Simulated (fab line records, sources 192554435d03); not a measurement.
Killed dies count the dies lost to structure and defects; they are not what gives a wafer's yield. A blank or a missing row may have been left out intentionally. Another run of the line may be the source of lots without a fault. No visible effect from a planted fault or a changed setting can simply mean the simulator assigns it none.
8D (eight disciplines) problem report, filled in by code | flow n5-finfet | the parts of the form that need people (team, actions taken, sign-off) are left out

== 1. WHAT WENT WRONG ==
Mean of killed_at_M0_to_M3 at N5_PASSIVATION_PROBE_49: 1100 across 3 wafers in 2 lots; on wafers with no fault it is 34 (standard deviation 10). So: +99 or more standard deviations from the usual mean.
Earliest sighting: wafer L764.3 on prober-02 at day 16 14:46. At this step, 5 wafers from 2 lots have a number in the record. By rule, "out" or "out of limits" means more than 4 standard deviations away from the usual mean. The rest of the wafers with a number are treated as sound.

== 2. WHAT IT IS, WHAT IT ISN'T ==
question                    | is                                                                                                                     | is not
which readings at this step | killed_at_M0_to_M3, defect-limited-yield, killed-dies, killed-on-rim, sort_bin_5_function, sort-n-pass, sort-yield-pct | killed_at_M4_up, killed-at-contacts, killed-at-front-end, killed-at-other, killed-short, sort_bin_4_leakage
which lots                  | L764, L766                                                                                                             | -
which wafers of those lots  | L764.3, L766.3, L766.4                                                                                                 | L764.1, L764.2
read on which tools         | prober-02                                                                                                              | -
when                        | from day 16 14:46                                                                                                      | up to then (2 sound wafers)

== 3. WHAT RULES OUT EACH SUSPECT ==
Counting: a tool at a process step up to the reading stays a suspect if it ran every lot that is out. Sound lots after the first of them don't rule it out here, since some wafers of a struck lot are sound.
- pvd-sputter-01 at N5_BEOL_M0_SAQP_HM_DEP_02 (deposits TiN, target thk 12 nm): kept. It ran every lot that is out, first L764 (day 9 15:14).
- rie-metal-02 at N5_MIM_BOT_ETCH_ETCH_00 (etches TiN in Cl2/BCl3, target depth 45.5 nm): kept. It ran every lot that is out and that the record shows at this step, first L764 (day 16 06:55). The record shows only 1 of the 2 lots at this step.
- rie-diel-01 at N5_PASSIVATION_STRIP_34 (strips in O2): kept. It ran every lot that is out and that the record shows at this step, first L764 (day 16 10:29). The record shows only 1 of the 2 lots at this step.
- rie-diel-05 at N5_PASSIVATION_PASS_ETCH_47 (etches SiNx in CF4/O2, target depth 770 nm, time 385 s): kept. It ran every lot that is out and that the record shows at this step, first L764 (day 16 11:39). The record shows only 1 of the 2 lots at this step.
- prober-02 at N5_PASSIVATION_PROBE_49: kept. It ran every lot that is out, first L764 (day 16 14:40). Out on those wafers are its own readings of defect-limited-yield, killed_at_M0_to_M3, killed-dies, killed-on-rim, sort_bin_5_function, sort-n-pass, sort-yield-pct.
Left after counting: pvd-sputter-01 at N5_BEOL_M0_SAQP_HM_DEP_02, rie-metal-02 at N5_MIM_BOT_ETCH_ETCH_00, rie-diel-01 at N5_PASSIVATION_STRIP_34, rie-diel-05 at N5_PASSIVATION_PASS_ETCH_47, prober-02 at N5_PASSIVATION_PROBE_49.

== 4. THE CAUSE (what the simulator had put in) ==
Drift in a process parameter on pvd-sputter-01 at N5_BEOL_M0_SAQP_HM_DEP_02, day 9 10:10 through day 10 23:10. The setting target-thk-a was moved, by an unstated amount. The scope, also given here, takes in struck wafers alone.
Counting leaves 5 suspects; this tool is one of them.

== 5. THE EFFECT CHAIN, in route order ==
Each row: a reading whose mean over the struck wafers that have a number lies more than 3 standard deviations from the usual. Readings are gone through only where the record gives a usual standard deviation; hours: the median, over the lots, of the time from a lot's start at the first step in this table giving one to that lot's start at this step; sigmas: the change measured in usual standard deviations.
hours | step                    | reading              | usual  | on struck wafers | change | sigmas
0     | N5_PASSIVATION_PROBE_49 | defect-limited-yield | 90.9 % | 0.0              | -90.9  | -57
0     | N5_PASSIVATION_PROBE_49 | killed_at_M0_to_M3   | 34     | 1100             | +1066  | +99 or more
0     | N5_PASSIVATION_PROBE_49 | killed-dies          | 107    | 1180             | +1073  | +60
0     | N5_PASSIVATION_PROBE_49 | killed-on-rim        | 14     | 152              | +138   | +33
0     | N5_PASSIVATION_PROBE_49 | sort_bin_5_function  | 5.3 %  | 95.6             | +90.3  | +90
0     | N5_PASSIVATION_PROBE_49 | sort-n-pass          | 1073   | 0                | -1073  | -56
0     | N5_PASSIVATION_PROBE_49 | sort-yield-pct       | 90.9 % | 0.0              | -90.9  | -57
Its process steps:
- N5_PASSIVATION_PROBE_49

== 6. HOW IT WOULD HAVE BEEN CAUGHT EARLIER ==
The fault began at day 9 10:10; the first out-of-limits reading in this record came at day 16 14:46, 173 hours later.
No tool reading at N5_BEOL_M0_SAQP_HM_DEP_02 that has a usual standard deviation in the record was out on any struck wafer, so an alarm limit of 4 standard deviations on those readings would not have fired.
All the lots that are out (2) had begun N5_BEOL_M0_SAQP_HM_DEP_02 on pvd-sputter-01 by day 16 14:46. A hold on the tool at that time would have spared none of them.
